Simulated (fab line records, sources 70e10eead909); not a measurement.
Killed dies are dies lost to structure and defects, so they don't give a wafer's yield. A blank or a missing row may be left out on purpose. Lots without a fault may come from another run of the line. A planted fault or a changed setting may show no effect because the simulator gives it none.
fab line records | flow nand_harc
record lots=5 wafers=15 last_day=24
route steps=1159 shown P_CONTACT@217 END@1159
lots that met no fault: from a run of the same line without faults
start_h: hours from the record's first day to the start of the lot's first wafer shown | wait_h: hours since the lot's step before | " the same as in the row above | L1.1+2: a row that stands for several wafers | - no value, or no start given | * or withheld: withheld | < > ~ a bound
route shown NAME@n: a module of which the file shows steps, and the number in the route of the first | usual: mean/standard deviation of fault-free wafers | same: alike in all rows | chamber/n: place in a boat | sites: the reading at each site | _std_site: their standard deviation | _edge_site: outer sites' mean less inner sites' | radius_mm: how far each site lies from the wafer's centre | mask NAME#n: copy n | behind: the tool/chamber that last shaped the wafer | hold: why the lot was held/for how many hours/how that ended | device: the transistor (n, p or np) that didn't switch | end of line: the same wafers' tests at the end of the route | a step without rows: its recipe alone | killed: dies lost to structure and defects at the first sort, not the wafer's yield | map: a wafer's dies, x killed, . not, _ none there
set.NAME: the setting as run; set.NAME@STEP: as run at that earlier step | model.NAME: the simulator's own value behind a step, which no gauge read
lots at some steps of the route; a table a step, a row a wafer
services: from which hour (start_h, from the record's first day; less than 0 if before it) a tool's chamber was out of use, for how many hours, and why
## steps
# step NHARC_P_CONTACT_DEP_30
# recipe target_thk_a=300 temp_c=400 target_thk_nm=30 flow_sccm=200 rf_w=450 material=SiNx
# usual heater_power_w=703/79
# columns lot.wafer tool chamber start_h wait_h heater_power_w
L992.1 pecvd-04 1 133.67 0.1 770
L992.3 " 0 " " 700
L992.6 " 0 " " 691
L991.2 pecvd-04 0 136.29 0.1 739
L991.4 " 2 " " 680
L991.6 " 0 " " 726
L993.2 pecvd-01 1 139.49 0.1 788
L993.3 " 2 " " 649
L993.1 " 0 " " 733
L105.2 pecvd-03 1 212.44 0.5 670
L105.3 " 2 " " 612
L105.6 " 1 " " 679
L108.1 pecvd-03 1 225.60 0.1 731
L108.3 " 0 " " 566
L108.6 " 2 " " 612
# step NHARC_P_CONTACT_DEP_00
# recipe target_thk_a=5000 temp_c=400 pressure_torr=6.5 rf_w=900 teos_flow_sccm=161.4 flow_sccm=2650 target_thk_nm=500 gas=O2 material=SiO2
# usual heater_power_w=551/73 throttle_valve_pct=16.1/0.53
# columns lot.wafer tool chamber start_h wait_h heater_power_w throttle_valve_pct
L992.1 pecvd-04 1 - - 589 15.8
L992.3 " 0 " " 562 15.6
L992.6 " 0 " " 578 15.5
L991.2 pecvd-04 0 - - 512 15.7
L991.4 " 2 " " 534 17.5
L991.6 " 0 " " 551 15.4
L993.2 pecvd-01 1 - - 624 16.2
L993.3 " 2 " " 559 16.0
L993.1 " 0 " " 697 15.8
L105.2 pecvd-03 1 - - 574 15.7
L105.3 " 2 " " 486 15.9
L105.6 " 1 " " 576 15.4
L108.1 pecvd-03 1 - - 505 15.6
L108.3 " 0 " " 447 16.2
L108.6 " 2 " " 508 15.7
# step NHARC_P_CONTACT_CMP_01
# recipe target_thk_nm=200 material=SiO2
# usual motor_current_A=11.7/1.1
# columns lot.wafer tool chamber start_h wait_h motor_current_A
L992.1 cmp-03 0 134.40 - 11.7
L992.3 " 3 " " 10.8
L992.6 " 0 " " 11.7
L991.4 cmp-02 1 137.01 - 11.3
L991.2 " 2 " " 10.9
L991.6 " 3 " " 12.3
L993.2 cmp-04 0 140.22 - 11.0
L993.3 " 1 " " 10.9
L993.1 " 2 " " 10.9
L105.2 cmp-03 3 213.15 - 11.4
L105.3 " 2 " " 10.8
L105.6 " 0 " " 11.5
L108.1 cmp-02 1 226.31 - 10.7
L108.3 " 0 " " 11.7
L108.6 " 1 " " 11.3
# step NHARC_P_CONTACT_SRD_03
# step NHARC_P_CONTACT_DEHYDRATE_04
# recipe temp_c=150 time_s=120
# step NHARC_P_CONTACT_HMDS_05
# recipe time_s=30
# step NHARC_P_CONTACT_COAT_33
# recipe temp_c=260 time_s=75
# step NHARC_P_CONTACT_COAT_34
# recipe temp_c=225 time_s=65
# step NHARC_P_CONTACT_COAT_06
# recipe spin_rpm=1500 resist_thk_nm=90
# step NHARC_P_CONTACT_SOFTBAKE_07
# recipe temp_c=105 time_s=55
# step NHARC_P_CONTACT_EBR_08
# step NHARC_P_CONTACT_EXPOSE_09
# recipe na=1.35 target_cd_nm=90 dose_mj=81.26 mask_id=P_CA
# usual focus_offset_nm=0.0/0.45
# columns lot.wafer tool chamber start_h wait_h mask focus_offset_nm
L992.1 arfi_scanner-03 0 134.97 - P_CA#0 -0.5
L992.3 " 0 " " P_CA#0 -0.5
L992.6 " 0 " " P_CA#0 0.0
L991.2 arfi_scanner-01 0 137.65 - P_CA#0 0.1
L991.4 " 0 " " P_CA#0 -0.3
L991.6 " 0 " " P_CA#0 0.4
L993.1 arfi_scanner-01 0 140.78 - P_CA_R1#0 0.7
L993.2 " 0 " " P_CA_R1#0 0.3
L993.3 " 0 " " P_CA_R1#0 0.3
L105.2 arfi_scanner-01 0 213.84 - P_CA#0 -0.1
L105.3 " 0 " " P_CA#0 -0.3
L105.6 " 0 " " P_CA#0 -0.3
L108.1 arfi_scanner-02 0 227.00 - P_CA#0 0.4
L108.3 " 0 " " P_CA#0 -0.2
L108.6 " 0 " " P_CA#0 -0.5
# step NHARC_P_CONTACT_PEB_10
# recipe peb_temp_c=100 peb_time_s=65
# step NHARC_P_CONTACT_DEVELOP_11
# recipe develop_time_s=35 dev_temp_c=23
# step NHARC_P_CONTACT_CD_MEAS_12
# recipe target_cd_nm=90 landing_energy_ev=500
# usual cd_nm=90.0/0.62
# columns lot.wafer tool chamber start_h wait_h cd_nm
L992.1 cd_sem-01 0 135.11 - 90.2
L992.3 " 0 " " 89.9
L992.6 " 0 " " 89.6
L991.2 cd_sem-01 0 137.79 - 90.1
L991.4 " 0 " " 89.7
L991.6 " 0 " " 90.1
L993.1 cd_sem-03 0 140.92 - 79.4
L993.2 " 0 " " 80.2
L993.3 " 0 " " 79.5
L105.2 cd_sem-03 0 213.98 - 89.1
L105.3 " 0 " " 90.8
L105.6 " 0 " " 90.6
L108.1 cd_sem-01 0 227.14 - 89.9
L108.3 " 0 " " 89.7
L108.6 " 0 " " 89.2
# step NHARC_P_CONTACT_OVL_MEAS_13
# usual overlay_x_nm=-0.1/0.82 overlay_y_nm=0.3/0.77
# columns lot.wafer tool chamber start_h wait_h overlay_x_nm overlay_y_nm
L992.1 overlay-02 - 135.19 - 1.7 0.3
L992.3 " - " " 1.9 0.3
L992.6 " - " " 1.8 0.9
L991.2 overlay-01 - 137.88 - 1.0 0.8
L991.4 " - " " 1.3 1.1
L991.6 " - " " 0.8 0.4
L993.1 overlay-02 - 141.02 - 0.6 -0.6
L993.2 " - " " 0.4 -0.8
L993.3 " - " " 0.6 -0.8
L105.2 overlay-02 - 214.07 - -0.9 0.6
L105.3 " - " " -1.1 0.0
L105.6 " - " " -1.3 0.2
L108.1 overlay-02 - 227.23 - -1.4 0.2
L108.3 " - " " -0.8 0.6
L108.6 " - " " -1.4 0.4
# step NHARC_P_CONTACT_INSPECT_14
# usual raw_defect_count=3.6/2.3
# columns lot.wafer tool chamber start_h wait_h raw_defect_count
L992.1 defect_inspect-01 - 135.23 0.0 7
L992.3 " - " " 8
L992.6 " - " " 8
L991.2 defect_inspect-02 - 137.91 0.0 5
L991.4 " - " " 2
L991.6 " - " " 3
L993.1 defect_inspect-02 - 141.06 0.0 2
L993.2 " - " " 6
L993.3 " - " " 1
L105.2 defect_inspect-01 - 214.10 0.0 4
L105.3 " - " " 4
L105.6 " - " " 0
L108.1 defect_inspect-02 - 227.26 0.0 3
L108.3 " - " " 6
L108.6 " - " " 1
# step NHARC_P_CONTACT_DESCUM_17
# recipe time_s=3 o2_flow_sccm=200 ar_flow_sccm=0 bias_power_w=0 chemistry=O2
# usual drypump_motor_current_A=5.72/0.29 mfc_ar_sccm=0.017/0.0088 oes_product_au=1.003/0.011 rf_vpp_V=58.1/0.85 showerhead_plenum_p_Torr=1.98/0.038 throttle_valve_pct=11.312/0.0089
# columns lot.wafer tool chamber start_h wait_h drypump_motor_current_A mfc_ar_sccm oes_product_au rf_hours_counter_h rf_vpp_V showerhead_plenum_p_Torr throttle_valve_pct model.P_CONTACT.cd_nm
L992.3 rie_diel-02 3 135.31 0.1 5.67 0.008 0.986 16 56.8 2.02 11.306 89.9
L992.1 " 0 " " 5.83 0 1.016 15 58.8 1.95 11.313 89.9
L992.6 " 1 " " 6.37 0.013 1.020 - 57.1 1.98 11.305 89.83
L991.2 rie_diel-02 0 137.99 0.1 5.84 0 1.013 16 58.0 1.94 11.318 89.93
L991.4 " 1 " " 6.36 0.013 1.010 15 57.7 1.98 11.320 89.82
L991.6 " 2 " " 5.70 0.030 1.017 - 58.1 1.99 11.316 90.33
L993.3 rie_diel-10 0 141.12 0.1 5.69 0.021 1.021 12 57.6 1.95 11.320 79.36
L993.2 " 1 " " 5.42 0.020 1.005 12 57.4 1.94 11.312 80.69
L993.1 " 2 " " 5.54 0.013 1.004 12 58.2 1.95 11.310 79.22
L105.2 rie_diel-02 3 214.17 0.1 5.64 0.008 1.000 8 57.9 2.02 11.305 88.57
L105.3 " 1 " " 6.35 0.013 1.009 8 58.5 1.98 11.304 90.28
L105.6 " 2 " " 5.73 0.030 1.012 - 58.2 1.99 11.320 89.94
L108.1 rie_diel-02 2 227.34 0.1 5.69 0.030 1.024 10 58.2 1.99 11.326 89.34
L108.3 " 3 " " 5.67 0.008 0.993 10 58.0 2.02 11.311 89.7
L108.6 " 2 " " 5.70 0.030 1.014 - 57.9 1.99 11.321 88.38
# step NHARC_P_CONTACT_ETCH_35
# recipe target_depth_a=390 over_etch_frac=0.3 time_s=65 ion_energy_ev=80 cf4_flow_sccm=150 ar_flow_sccm=0 rf_w=300 bias_w=100 chemistry=CF4
# usual drypump_motor_current_A=5.74/0.27 mfc_ar_sccm=0.017/0.0092 oes_product_au=1.003/0.01 rf_vpp_V=152.0/1 showerhead_plenum_p_Torr=1.83/0.035 throttle_valve_pct=13.283/0.0083
# columns lot.wafer tool chamber start_h wait_h drypump_motor_current_A mfc_ar_sccm oes_product_au rf_hours_counter_h rf_vpp_V showerhead_plenum_p_Torr throttle_valve_pct
L992.3 rie_diel-02 2 135.56 0.2 5.69 0.030 1.018 15 152.0 1.84 13.288
L992.1 " 3 " " 5.65 0.008 1.003 16 151.4 1.86 13.272
L992.6 " 1 " " 6.31 0.013 1.013 - 152.1 1.83 13.284
L991.2 rie_diel-02 0 138.07 0.1 5.84 0 1.002 16 150.9 1.80 13.291
L991.4 " 1 " " 6.30 0.013 1.014 15 152.2 1.83 13.272
L991.6 " 2 " " 5.69 0.030 0.999 - 153.0 1.84 13.289
L993.3 rie_diel-10 2 141.21 0.1 5.55 0.013 1.010 12 151.1 1.80 13.288
L993.2 " 0 " " 5.68 0.021 1.027 12 153.8 1.80 13.264
L993.1 " 1 " " 5.41 0.020 1.013 12 152.8 1.79 13.286
L105.2 rie_diel-02 3 214.27 0.1 5.65 0.008 0.997 8 152.5 1.86 13.272
L105.3 " 1 " " 6.35 0.013 1.011 8 151.5 1.83 13.289
L105.6 " 1 " " 6.35 0.013 0.996 - 151.2 1.83 13.286
L108.3 rie_diel-02 2 227.49 0.1 5.70 0.030 1.004 10 151.6 1.83 13.271
L108.1 " 3 " " 5.64 0.008 0.985 10 152.4 1.86 13.290
L108.6 " 2 " " 5.70 0.030 1.003 - 151.3 1.83 13.270
# step NHARC_P_CONTACT_ETCH_36
# recipe target_depth_a=2600 over_etch_frac=0.25 time_s=406.25 ion_energy_ev=200 n2_flow_sccm=150 h2_flow_sccm=150 ar_flow_sccm=0 rf_w=400 bias_w=150 chemistry=N2/H2
# step NHARC_P_CONTACT_ETCH_18
# recipe target_depth_a=4810 time_s=240.5 c4f8_flow_sccm=20 o2_flow_sccm=10 ar_flow_sccm=withheld rf_w=600 bias_w=1500 chemistry=C4F8/O2/Ar
# usual oes_product_au=0.959/0.016 rf_vpp_V=982.8/2.8
# columns lot.wafer tool chamber start_h wait_h oes_product_au rf_hours_counter_h rf_vpp_V
L992.3 rie_diel-02 0 - - 0.957 15 981.4
L992.1 " 2 " " 0.926 15 984.5
L992.6 " 3 " " 0.938 - 986.8
L991.2 rie_diel-02 3 - - 0.960 17 985.3
L991.4 " 0 " " 0.986 16 981.3
L991.6 " 3 " " 0.965 - 985.7
L993.2 rie_diel-10 2 - - 0.982 12 979.3
L993.3 " 0 " " 0.989 12 981.4
L993.1 " 1 " " 0.967 13 980.3
L105.3 rie_diel-02 3 - - 0.946 8 985.7
L105.2 " 1 " " 0.960 9 982.4
L105.6 " 1 " " 0.957 - 983.9
L108.3 rie_diel-02 3 - - 0.938 10 983.5
L108.1 " 2 " " 0.961 11 984.0
L108.6 " 1 " " 0.945 - 981.5
# step NHARC_P_CONTACT_STRIP_37
# recipe c4f8_flow_sccm=withheld o2_flow_sccm=8 ar_flow_sccm=withheld bias_w=0 chemistry=C4F8/O2/Ar
# step NHARC_P_CONTACT_ETCH_31
# recipe target_depth_a=300 time_s=85.7 ion_energy_ev=120 over_etch_frac=1 ch3f_flow_sccm=50 o2_flow_sccm=30 ar_flow_sccm=200 rf_w=500 bias_w=100 chemistry=CH3F/O2
# usual drypump_motor_current_A=5.74/0.28 mfc_ar_sccm=200.0/0.57 oes_product_au=0.985/0.013 rf_vpp_V=245.5/1 showerhead_plenum_p_Torr=2.54/0.049 throttle_valve_pct=20.663/0.0086
# columns lot.wafer tool chamber start_h wait_h drypump_motor_current_A mfc_ar_sccm oes_product_au rf_hours_counter_h rf_vpp_V showerhead_plenum_p_Torr throttle_valve_pct model.P_CONTACT.cd_nm
L992.1 rie_diel-02 2 - - 5.72 200.6 0.988 15 245.3 2.55 20.661 90.05
L992.3 " 0 " " 5.84 200.0 0.994 16 245.0 2.50 20.658 88.02
L992.6 " 2 " " 5.71 200.7 0.981 - 245.7 2.56 20.666 89.6
L991.2 rie_diel-02 1 - - 6.35 199.6 1.009 16 245.9 2.55 20.671 90.89
L991.4 " 3 " " 5.63 200.1 0.976 17 246.4 2.59 20.656 89.78
L991.6 " 1 " " 6.34 200.0 1.008 - 245.4 2.55 20.653 91.25
L993.3 rie_diel-10 0 - - 5.66 199.8 0.988 12 242.9 2.50 20.661 77.43
L993.2 " 1 " " 5.41 199.8 0.965 13 243.3 2.50 20.669 82.67
L993.1 " 2 " " 5.57 201.0 0.986 12 244.0 2.50 20.647 77.64
L105.3 rie_diel-02 3 - - 5.66 200.0 0.973 8 246.5 2.59 20.661 91.01
L105.2 " 2 " " 5.70 200.3 0.985 9 247.1 2.55 20.668 88.47
L105.6 " 1 " " 6.36 199.0 0.989 - 245.7 2.54 20.651 88.65
L108.3 rie_diel-02 3 - - 5.65 200.2 0.969 10 246.8 2.59 20.654 91.46
L108.1 " 1 " " 6.34 199.8 0.988 11 244.7 2.54 20.668 90.52
L108.6 " 2 " " 5.68 198.8 0.994 - 244.7 2.55 20.666 88.88
# step NHARC_P_CONTACT_CD_MEAS_19
# usual cd_nm=89.6/1.4
# columns lot.wafer tool chamber start_h wait_h cd_nm
L992.1 cd_sem-02 - 136.55 - 90.2
L992.3 " - " " 88.2
L992.6 " - " " 89.4
L991.2 cd_sem-01 - 138.85 - 90.9
L991.4 " - " " 89.3
L991.6 " - " " 91.5
L993.1 cd_sem-02 - 142.04 - 77.7
L993.2 " - " " 82.9
L993.3 " - " " 77.5
L105.2 cd_sem-03 - 215.18 - 88.5
L105.3 " - " " 91.1
L105.6 " - " " 88.5
L108.1 cd_sem-01 - 228.43 - 90.2
L108.3 " - " " 91.2
L108.6 " - " " 89.1
# step NHARC_P_CONTACT_STRIP_28
# recipe o2_flow_sccm=500 ar_flow_sccm=0 bias_w=0 chemistry=O2
# step NHARC_END_SORT_01
# recipe temp_c=25
# usual killed_at_array=27/8.8 killed_at_other=0.4/0.82 killed_at_periphery=3.1/2.1 killed_dies=31/8.8 killed_open=3.3/2 killed_short=2.0/1.4
# same gross_dies=677
# columns lot.wafer tool chamber start_h wait_h killed_at_array killed_at_other killed_at_periphery killed_dies killed_open killed_short
L993.1 prober-01 0 482.36 2.5 12 0 7 19 3 1
L993.2 prober-01 0 483.16 2.8 12 0 5 17 3 0
L993.3 prober-01 0 483.97 3.1 4 0 15 19 3 0
# killed by level:class
L993.1 P_CONTACT:area_expose=5 A_STAIRCASE:chamber_film_flake=4 A_M1:chamber_film_flake=2 A_CHANNEL_FILL_D1:geometric_particle:open=1 A_CHANNEL_FILL_D1:geometric_particle:short=1 A_WL_FILL:geometric_particle:open=1 A_CONTACT:geometric_particle:open=1 P_ZERO_WELL:chamber_film_flake=1
L993.2 A_CHANNEL_HOLE_D1:chamber_film_flake=5 P_ZERO_WELL:chamber_film_flake=2 A_STAIRCASE:chamber_film_flake=2 P_CONTACT:area_expose=2 P_CONTACT:geometric_particle:open=1 A_CHANNEL_FILL_D1:geometric_particle:open=1 A_CONTACT:geometric_particle:open=1 A_CHANNEL_FILL_D1:chamber_film_flake=1
L993.3 P_CONTACT:area_expose=12 P_M0:geometric_particle:open=2 A_CONTACT:geometric_particle:open=1 P_ZERO_WELL:chamber_film_flake=1 A_STAIRCASE:chamber_film_flake=1 A_SLIT:chamber_film_flake=1 A_M1:chamber_film_flake=1
## services
# columns tool chamber start_h hours kind
pecvd-03 - 111.37 13.0 pm
cmp-02 - 120.28 1.0 repair
cmp-02 - 128.54 4.0 pm
rie_diel-02 3 146.40 16.2 repair
rie_diel-02 - 150.70 9.0 pm
cmp-03 - 156.02 4.0 pm
cmp-02 - 156.95 1.9 repair
rie_diel-02 0 161.30 121.7 repair
cmp-02 - 163.55 1.6 repair
arfi_scanner-01 - 164.04 2.2 repair
pecvd-01 - 164.88 0.4 repair
rie_diel-02 3 172.27 4.1 repair
cmp-03 - 172.69 1.2 repair
arfi_scanner-01 - 175.78 2.1 repair
rie_diel-10 - 176.50 9.0 pm
rie_diel-10 - 190.90 0.1 repair
pecvd-04 - 195.00 13.0 pm
arfi_scanner-01 - 200.64 4.0 pm
rie_diel-10 0 210.45 7.4 repair
pecvd-01 - 215.71 0.7 repair
pecvd-01 - 218.99 0.6 repair
pecvd-01 0 224.78 8.1 repair
cmp-03 - 225.62 0.4 repair
pecvd-04 - 227.01 1.1 repair
## key
first_sign step=NHARC_P_CONTACT_EXPOSE_09 reading=mask direction=changed
effect step=NHARC_P_CONTACT_CD_MEAS_12 reading=cd_nm direction=down sigmas=17 usual=90.0 struck=79.7
effect step=NHARC_P_CONTACT_CD_MEAS_19 reading=cd_nm direction=down sigmas=7.2 usual=89.6 struck=79.4
effect step=NHARC_END_SORT_01 reading=killed_at_periphery direction=up sigmas=2.8 usual=3.1 struck=9 wafers_moved=2
model_effect step=NHARC_P_CONTACT_DESCUM_17 value=P_CONTACT.cd_nm without=89.37 struck=79.75
model_effect step=NHARC_P_CONTACT_ETCH_31 value=P_CONTACT.cd_nm without=88.87 struck=79.25
met_at NHARC_P_CONTACT_EXPOSE_09
struck_wafers L993.1,L993.2,L993.3
tester_left_out L993
onset_between 137.65 140.78
fault kind=wrong_mask tool=any chamber=- onset_h=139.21 steps=NHARC_P_CONTACT_EXPOSE_09 aux_copy=P_CA_R1#0 cd_offset_nm=-9.6192 scope=struck_lots_only
# tester_left_out: of these lots the tester's yield and bins aren't shown, on N5 and GAA mostly nor the transistor test; their killed dies are dies lost to structure and defects alone, not to doping, threshold or leakage, so they don't give the yield
